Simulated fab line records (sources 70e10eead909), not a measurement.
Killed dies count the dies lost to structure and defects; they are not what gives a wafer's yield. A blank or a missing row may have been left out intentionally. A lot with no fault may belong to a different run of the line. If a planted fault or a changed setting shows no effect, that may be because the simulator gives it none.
A struck lot beside a sound one	flow nand-harc	14 steps out of a route of 1302
Sound: wafers L571.1, L571.2, L571.6. Wafers L574.1, L574.3, L574.5 were the ones struck. The cause comes at the end.
Order at every step that has rows: each side's tool, ch and its chambers, its first start. Under that, the readings that differ: sound wafers	struck wafers	difference of the means	sigmas: that difference in standard deviations of wafers without a fault.
alike: readings with means less than 2 such deviations apart, plus words and numbers identical on both sides. not compared: withheld readings, readings lacking a value on some wafer, bounds such as >300 that could conceal the same value, and numbers that have no deviation in the record and whose values overlap.
The two part at a step that has a row with sigmas, a row that says differs or no value, or rows on one side only. Numbers that don't overlap but have no deviation are shown without sigmas and don't part them. A reading missing from all wafers of one side parts the sides only when that side holds two or more wafers.

NHARC_A_CHANNEL_FILL_D2_ETCHBACK_20: etches the open film in C4F8/O2/Ar, target depth 27 nm, time 13.5 s.
  sound on rie-diel-05 ch 1,2,3, day 16 08:47; struck on rie-diel-06 ch 0,2,3, day 17 17:10
  alike: oes-product-au, rf-vpp-V
  not compared: rf-hours-counter-h
NHARC_A_CHANNEL_FILL_D2_STRIP_28: strips in O2, time 20 s.
  sound on rie-diel-05 ch 1,2, day 16 08:52; struck on rie-diel-06 ch 2,3, day 17 17:16
reading	sound	struck	difference	sigmas
oes-product-au (a.u.)	0.982 0.986 0.982	1.008 1.019 1.000	+0.026	+2
  alike: drypump-motor-current-A, rf-vpp-V, showerhead-plenum-p-Torr, throttle-valve-pct
  not compared: rf-hours-counter-h
then, 4 steps without rows for these wafers: NHARC_A_CHANNEL_FILL_D2_PRECLEAN_21 (cleans in dHF, time 30 s); NHARC_A_CHANNEL_FILL_D2_SRD_23; NHARC_A_CHANNEL_FILL_D2_CVD_05 (deposits poly-Si, target thk 5 nm); NHARC_A_CHANNEL_FILL_D2_ANNEAL_22 (time 7200 s).
NHARC_A_CHANNEL_FILL_D2_ALD_25: deposits SiOx, target thk 60 nm, pulse time 10 s, ald cycles 600.
  sound on ald-hk-04 ch 0,1,2, day 16 20:35; struck on ald-hk-03 ch 2,3, day 18 07:16
  alike: heater-power-w, precursor-pulse-height-rel
NHARC_A_CHANNEL_FILL_D2_ETCHBACK_08: etches the open film in C4F8, target depth 220 nm, time 110 s.
  sound: rie-diel-06 ch 1,2,3; struck: rie-diel-05 ch 0,1,3
  alike: oes-product-au, rf-vpp-V
  not compared: rf-hours-counter-h
NHARC_A_CHANNEL_FILL_D2_STRIP_29: strips in O2, time 20 s.
  sound: rie-diel-06 ch 0,1,2; struck: rie-diel-05 ch 0,1,2
  alike: drypump-motor-current-A, oes-product-au, rf-vpp-V, showerhead-plenum-p-Torr, throttle-valve-pct
  not compared: rf-hours-counter-h
then, 2 steps without rows for these wafers: NHARC_A_CHANNEL_FILL_D2_PRECLEAN_30 (cleans in dHF, time 30 s); NHARC_A_CHANNEL_FILL_D2_SRD_31.
NHARC_A_CHANNEL_FILL_D2_CVD_09: deposits poly-Si, target thk 150 nm, time 3000 s.
  sound on lpcvd-poly-04 ch 0, day 17 04:45; struck on lpcvd-poly-04, day 18 15:23
  no value came back on the struck wafers for any of 6 readings (pressure-mtorr (mTorr), run-length-s (s) and others); on the sound wafers pressure-mtorr (mTorr) reads 200.1 200.1 200.0
NHARC_A_CHANNEL_FILL_D2_CMP_10: polishes, target thk 150 nm.
  sound on cmp-02 ch 1,2,3, day 17 07:59; struck on cmp-01 ch 0,1, day 18 18:37
reading	sound	struck	difference	sigmas
time-to-endpoint-s (s)	13.6 14.0 18.7	3.1 5.8 2.4	-11.7	-5
  alike: motor-current-A, retaining-ring-pressure-frac
-- the record jumps here: 9 days lie between the struck wafers' starts before and after (it left off in module A_CHANNEL_FILL_D2 and takes up again in module END, whose first step shown is number 1302 of the route) --
NHARC_END_SORT_01:
  only the struck wafers appear in the record here, on prober-01 ch 0 at day 27 21:37; the sound ones have no rows

== WHERE THEY PART ==
Last at NHARC_END_SORT_01 as far as this record goes, first at NHARC_A_CHANNEL_FILL_D2_STRIP_28.

WHY: whatever the simulator had introduced
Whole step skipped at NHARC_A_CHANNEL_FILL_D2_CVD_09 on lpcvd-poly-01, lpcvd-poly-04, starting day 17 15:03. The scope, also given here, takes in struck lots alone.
